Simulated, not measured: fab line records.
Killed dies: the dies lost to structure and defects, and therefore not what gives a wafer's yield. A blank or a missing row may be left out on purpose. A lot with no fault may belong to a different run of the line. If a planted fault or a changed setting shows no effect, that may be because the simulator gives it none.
Comparing a struck lot with a sound one :: flow nand_harc :: 14 steps out of a route of 1159
Sound: the wafers L471.1, L471.2, L471.5. Struck: wafer L487.5 (left out: L487.2, L487.4 of the same lot, which were not struck); the cause appears at the end.
Order at every step that has rows: each side's tool, ch and its chambers, its first start. Under that, the readings that differ: sound wafers :: struck wafers :: difference of the means :: sigmas: that difference in standard deviations of wafers without a fault.
alike: readings with means less than 2 such deviations apart, plus words and numbers identical on both sides. not compared: withheld readings, readings lacking a value on some wafer, bounds such as >300 that could conceal the same value, and numbers that have no deviation in the record and whose values overlap.
The two part at a step that has a row with sigmas, a row that says differs or no value, or rows on one side only. Numbers that have no deviation but don't overlap get no sigmas and don't part them. A reading missing from all wafers of one side parts the sides only when that side holds two or more wafers.

first, 9 steps without rows for these wafers: NHARC_THIN_TSV_PVD_24 (deposits Al, target thk 800 nm); NHARC_THIN_TSV_DEHYDRATE_25 (time 120 s); NHARC_THIN_TSV_HMDS_26 (time 30 s); NHARC_THIN_TSV_COAT_27; NHARC_THIN_TSV_SOFTBAKE_28 (time 95 s); NHARC_THIN_TSV_EBR_29; NHARC_THIN_TSV_EXPOSE_30 (exposes mask PAD); NHARC_THIN_TSV_PEB_31 (peb time 85 s); NHARC_THIN_TSV_DEVELOP_32 (time 70 s).
NHARC_THIN_TSV_CD_MEAS_33 targets a cd of 5000 nm.
  sound on cd_sem-02 ch 0, day 20 06:25; struck on cd_sem-02 ch 0, day 24 05:39
  alike: cd_nm
then, 1 step without rows for these wafers: NHARC_THIN_TSV_HARDBAKE_34 (time 80 s).
NHARC_THIN_TSV_DESCUM_35: chemistry O2, time 3 s.
  sound on rie_diel-05 ch 0,1,3, day 20 06:35; struck on rie_diel-05 ch 2, day 24 05:49
  alike: drypump_motor_current_A, oes_product_au, rf_vpp_V, showerhead_plenum_p_Torr, throttle_valve_pct
  not compared: rf_hours_counter_h
NHARC_THIN_TSV_ETCH_59: etches the open film in Cl2/BCl3, target depth 880 nm, time 138.1 s.
  sound on rie_metal-03 ch 0,1, day 20 06:43; struck on rie_metal-03 ch 0, day 24 05:59
reading: run_length_s (s)
sound: 159.5 159.9 160.0
struck: 140.5
difference: -19.3
sigmas: -42
  alike: drypump_motor_current_A, mfc_cl2_sccm, oes_product_au, throttle_valve_pct
  not compared: bias_w, rf_hours_counter_h
NHARC_THIN_TSV_ETCH_36: etches the open film in Cl2/BCl3, target depth 65 nm, time 18.571 s.
  sound on rie_metal-03 ch 0,1, day 20 06:58; struck on rie_metal-03 ch 0, day 24 06:13
  alike: drypump_motor_current_A, oes_product_au, run_length_s
  not compared: rf_hours_counter_h

== WHERE THEY PART ==
Only at NHARC_THIN_TSV_ETCH_59, within this record. Later steps at which nothing parts them and some readings are alike: NHARC_THIN_TSV_ETCH_36.

WHY: what had been put in by the simulator
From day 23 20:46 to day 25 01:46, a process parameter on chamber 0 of rie_metal-03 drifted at NHARC_THIN_TSV_ETCH_59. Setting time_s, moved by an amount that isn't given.
